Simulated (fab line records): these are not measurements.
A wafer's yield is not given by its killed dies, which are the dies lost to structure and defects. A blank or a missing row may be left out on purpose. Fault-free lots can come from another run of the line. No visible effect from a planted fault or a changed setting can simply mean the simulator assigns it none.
Which tool did it? | flow nand harc | Sampling: 11 lots, 33 wafers, 5 of 1159 route steps

WHAT EACH GAUGE READ, for each wafer
NHARC_END_SORT_01.
lot  | measured     | on        | killed at array | killed at other | killed at periphery | killed dies | killed open | killed short
L658 | day 20 05:43 | prober-02 | 23 21 27        | 1 0 0           | 4 4 3               | 28 25 30    | 5 3 3       | 1 0 1
L659 | day 20 12:40 | prober-02 | 19 20 20        | 0 0 0           | 0 2 3               | 19 22 23    | 3 2 2       | 1 0 0
L663 | day 21 00:21 | prober-02 | 32 35 26        | 0 0 0           | 3 5 6               | 35 40 32    | 2 5 4       | 2 2 2
L662 | day 21 10:20 | prober-01 | 13 10 9         | 0 0 0           | 6 9 5               | 19 19 14    | 5 2 2       | 2 4 3
L667 | day 21 17:17 | prober-01 | 36 34 35        | 0 0 0           | 3 3 2               | 39 37 37    | 1 3 2       | 2 1 2
L666 | day 21 10:22 | prober-02 | 30 24 27        | 0 0 0           | 2 0 1               | 32 24 28    | 0 2 2       | 1 1 1
L677 | day 24 14:53 | prober-02 | 676 673 676     | 0 0 0           | 1 4 1               | 677 677 677 | 1 2 1       | 1 0 3
L674 | day 23 17:20 | prober-01 | 671 669 671     | 0 0 0           | 6 8 6               | 677 677 677 | 5 1 1       | 1 1 2
L680 | day 25 05:44 | prober-02 | 43 39 33        | 2 0 1           | 1 1 1               | 46 40 35    | 7 4 2       | 3 1 1
L678 | day 25 06:47 | prober-01 | 26 25 25        | 1 2 0           | 4 0 4               | 31 27 29    | 4 4 4       | 0 1 4
L679 | day 24 23:53 | prober-01 | 32 51 36        | 1 1 0           | 1 1 2               | 34 53 38    | 2 5 2       | 3 1 0

EACH LOT AND THE TOOL THAT RAN IT (in order: tool; ch and the chambers of the sampled wafers; start)
lot  | NHARC_A_STAIRCASE_ETCH_170                    | NHARC_A_STAIRCASE_TRIM_14          | NHARC_A_STAIRCASE_TRIM_20          | NHARC_A_STAIRCASE_ETCH_23
L658 | rie diel-02 ch 0,1, day 11 07:05 or earlier   | rie diel-02 ch 1,2, day 11 07:05   | rie diel-05 ch 2,3, day 11 08:01   | rie diel-05 ch 1,2, day 20 05:43 or earlier
L659 | rie diel-12 ch 0,1, day 11 11:18 or earlier   | rie diel-12 ch 0,2,3, day 11 11:18 | rie diel-12 ch 0,1,3, day 11 12:09 | rie diel-12 ch 0,2,3, day 20 12:40 or earlier
L663 | rie diel-12 ch 1,2,3, day 12 09:57 or earlier | rie diel-12 ch 1,3, day 12 09:57   | rie diel-12 ch 0,2,3, day 12 10:44 | rie diel-12 ch 1,2, day 21 00:21 or earlier
L662 | rie diel-05 ch 0,2,3, day 12 13:52 or earlier | rie diel-05 ch 1,2,3, day 12 13:52 | rie diel-05 ch 0,1,2, day 12 14:45 | rie diel-05 ch 0,1,2, day 21 10:20 or earlier
L667 | rie diel-02 ch 0,2,3, day 13 05:31 or earlier | rie diel-02 ch 0,2, day 13 05:31   | rie diel-02 ch 2,3, day 13 07:07   | rie diel-02 ch 0,2, day 21 17:17 or earlier
L666 | rie diel-02 ch 0,3, day 13 05:19 or earlier   | rie diel-12 ch 0,1,2, day 13 05:19 | rie diel-12 ch 0,1,2, day 13 06:15 | rie diel-12 ch 1,2,3, day 21 10:22 or earlier
L677 | rie diel-02 ch 0,2, day 15 06:57 or earlier   | rie diel-02 ch 1,3, day 15 06:57   | rie diel-02 ch 2,3, day 15 07:48   | rie diel-02 ch 0,1, day 24 14:53 or earlier
L674 | rie diel-02 ch 2,3, day 15 07:11 or earlier   | rie diel-12 ch 1,3, day 15 07:11   | rie diel-12 ch 0,1,3, day 15 08:12 | rie diel-12 ch 0,1, day 23 17:20 or earlier
L680 | rie diel-02 ch 0,1,2, day 16 12:49 or earlier | rie diel-12 ch 0,1,2, day 16 12:49 | rie diel-12 ch 0,1,3, day 16 13:36 | rie diel-12 ch 1,2,3, day 25 05:44 or earlier
L678 | rie diel-02 ch 0,1,2, day 16 18:08 or earlier | rie diel-02 ch 0,2, day 16 18:08   | rie diel-12 ch 0,1,3, day 16 18:58 | rie diel-12 ch 1,3, day 25 06:47 or earlier
L679 | rie diel-12 ch 1,2,3, day 16 18:12 or earlier | rie diel-05 ch 1,2, day 16 18:12   | rie diel-05 ch 2,3, day 16 19:01   | rie diel-05 ch 0,2,3, day 24 23:53 or earlier
- NHARC_A_STAIRCASE_ETCH_170: etches the open film in C4F6/O2, target depth 200 nm, time 66.667 s.
- NHARC_A_STAIRCASE_TRIM_14: chemistry O2, time 211.2 s.
- NHARC_A_STAIRCASE_TRIM_20: chemistry O2, time 211.2 s.
- NHARC_A_STAIRCASE_ETCH_23: etches the open film in C4F8/O2, target depth 100 nm, time 40.5 s.

WHAT THE TOOLS THEMSELVES READ (means of the sampled wafers that have a number; where no wafer has one, the mark that the record gives instead)
NHARC_A_STAIRCASE_ETCH_170.
lot  | tool        | drypump motor current A (A) | oes product au (a.u.) | rf vpp V (V) | showerhead plenum p Torr (Torr) | throttle valve pct (%)
L658 | rie diel-02 | 5.9                         | 0.998                 | 543          | 3.71                            | 26.902
L659 | rie diel-12 | 5.9                         | 0.978                 | 553          | 4.19                            | 26.898
L663 | rie diel-12 | 5.7                         | 0.978                 | 550          | 4.08                            | 26.902
L662 | rie diel-05 | 6.2                         | 0.973                 | 548          | 4.00                            | 26.905
L667 | rie diel-02 | 5.8                         | 0.969                 | 543          | 3.75                            | 26.900
L666 | rie diel-02 | 6.0                         | 0.978                 | 542          | 3.70                            | 26.905
L677 | rie diel-02 | 5.4                         | 0.983                 | 545          | 3.81                            | 26.900
L674 | rie diel-02 | 5.7                         | 0.987                 | 545          | 3.80                            | 26.893
L680 | rie diel-02 | 5.8                         | 0.983                 | 542          | 3.74                            | 26.899
L678 | rie diel-02 | 5.8                         | 0.975                 | 544          | 3.74                            | 26.899
L679 | rie diel-12 | 5.7                         | 0.950                 | 550          | 4.05                            | 26.902

NHARC_A_STAIRCASE_TRIM_14.
lot  | tool        | chamber pressure mTorr (mTorr) | drypump motor current A (A) | oes product au (a.u.) | rf vpp V (V) | showerhead plenum p Torr (Torr) | throttle valve pct (%)
L658 | rie diel-02 | 60.03                          | 5.6                         | 1.006                 | 57.7         | 3.43                            | 17.043
L659 | rie diel-12 | 60.04                          | 5.7                         | 1.002                 | 58.0         | 3.68                            | 17.033
L663 | rie diel-12 | 60.02                          | 5.8                         | 0.996                 | 58.4         | 3.73                            | 17.038
L662 | rie diel-05 | 60.02                          | 6.2                         | 0.997                 | 58.8         | 3.58                            | 17.037
L667 | rie diel-02 | 60.01                          | 5.6                         | 1.000                 | 57.9         | 3.38                            | 17.030
L666 | rie diel-12 | 60.01                          | 5.8                         | 0.990                 | 58.2         | 3.70                            | 17.029
L677 | rie diel-02 | -                              | -                           | -                     | -            | -                               | -
L674 | rie diel-12 | -                              | -                           | -                     | -            | -                               | -
L680 | rie diel-12 | 59.99                          | 5.8                         | 0.988                 | 58.5         | 3.69                            | 17.040
L678 | rie diel-02 | 59.97                          | 5.6                         | 0.995                 | 57.3         | 3.36                            | 17.035
L679 | rie diel-05 | 59.97                          | 6.1                         | 1.009                 | 58.5         | 3.63                            | 17.040

NHARC_A_STAIRCASE_TRIM_20.
lot  | tool        | chamber pressure mTorr (mTorr) | drypump motor current A (A) | oes product au (a.u.) | rf vpp V (V) | showerhead plenum p Torr (Torr) | throttle valve pct (%)
L658 | rie diel-05 | 59.99                          | 6.4                         | 0.993                 | 58.9         | 3.65                            | 17.037
L659 | rie diel-12 | 60.03                          | 5.7                         | 0.985                 | 59.5         | 3.75                            | 17.041
L663 | rie diel-12 | 59.98                          | 5.7                         | 0.995                 | 57.6         | 3.68                            | 17.029
L662 | rie diel-05 | 59.97                          | 6.0                         | 0.996                 | 58.7         | 3.61                            | 17.037
L667 | rie diel-02 | 60.00                          | 5.7                         | 1.001                 | 56.9         | 3.42                            | 17.031
L666 | rie diel-12 | 59.95                          | 5.8                         | 0.992                 | 58.7         | 3.70                            | 17.036
L677 | rie diel-02 | 59.90                          | 6.0                         | 1.001                 | 57.9         | 3.36                            | 17.041
L674 | rie diel-12 | 59.99                          | 5.7                         | 1.002                 | 58.5         | 3.73                            | 17.028
L680 | rie diel-12 | 59.96                          | 5.7                         | 0.996                 | 58.2         | 3.72                            | 17.038
L678 | rie diel-12 | 59.98                          | 5.7                         | 1.001                 | 58.9         | 3.72                            | 17.042
L679 | rie diel-05 | 60.03                          | 6.3                         | 0.996                 | 57.8         | 3.63                            | 17.038

NHARC_A_STAIRCASE_ETCH_23.
lot  | tool        | oes product au (a.u.) | rf vpp V (V)
L658 | rie diel-05 | 0.967                 | 898
L659 | rie diel-12 | 0.935                 | 902
L663 | rie diel-12 | 0.955                 | 899
L662 | rie diel-05 | 0.948                 | 899
L667 | rie diel-02 | 0.925                 | 892
L666 | rie diel-12 | 0.941                 | 901
L677 | rie diel-02 | 0.940                 | 888
L674 | rie diel-12 | 0.945                 | 904
L680 | rie diel-12 | 0.942                 | 899
L678 | rie diel-12 | 0.953                 | 902
L679 | rie diel-05 | 0.941                 | 897

THE ANSWER, worked out from the rows above alone
Rule: usual is defined by the lots themselves. Put in order of their means at a reading, lots are off if they are a third of the lots or fewer, leave a main group of 4 or more, and stand apart from it by a gap of 3 or more times the standard deviation of the main group's means; of several such gaps the widest counts. A main group whose means are all the same, to the digits that the tables above print for the reading, isn't used. A lot without any number at a reading at which 4 lots or more have one is off too. Any other lot the step has rows for is counted as sound. After the gauges, taken in route order, come the tools' own readings; for these a lot's mean is taken, as printed above. At the first step where some lot is off, the reading lying furthest off is the one used; lots without a number count as furthest.
Off at NHARC_END_SORT_01 (killed dies): L677, L674. For the main group the mean is 31 and the standard deviation 8.
If a tool, at a process step before that reading, ran all the lots that are off and no sound lot after the first of them, it fits. The gauges at NHARC_END_SORT_01 aren't tried: what is off there is off at NHARC_A_STAIRCASE_TRIM_14 too, on other tools, and a gauge's error can't cause that. With no start given for some of its lots, NHARC_A_STAIRCASE_ETCH_170 uses the hours and lot order of NHARC_A_STAIRCASE_TRIM_14. With no start given for some of its lots, NHARC_A_STAIRCASE_ETCH_23 uses the hours and lot order of NHARC_END_SORT_01. Of those tried, none fits.

WHAT THE SIMULATOR HAD INSERTED
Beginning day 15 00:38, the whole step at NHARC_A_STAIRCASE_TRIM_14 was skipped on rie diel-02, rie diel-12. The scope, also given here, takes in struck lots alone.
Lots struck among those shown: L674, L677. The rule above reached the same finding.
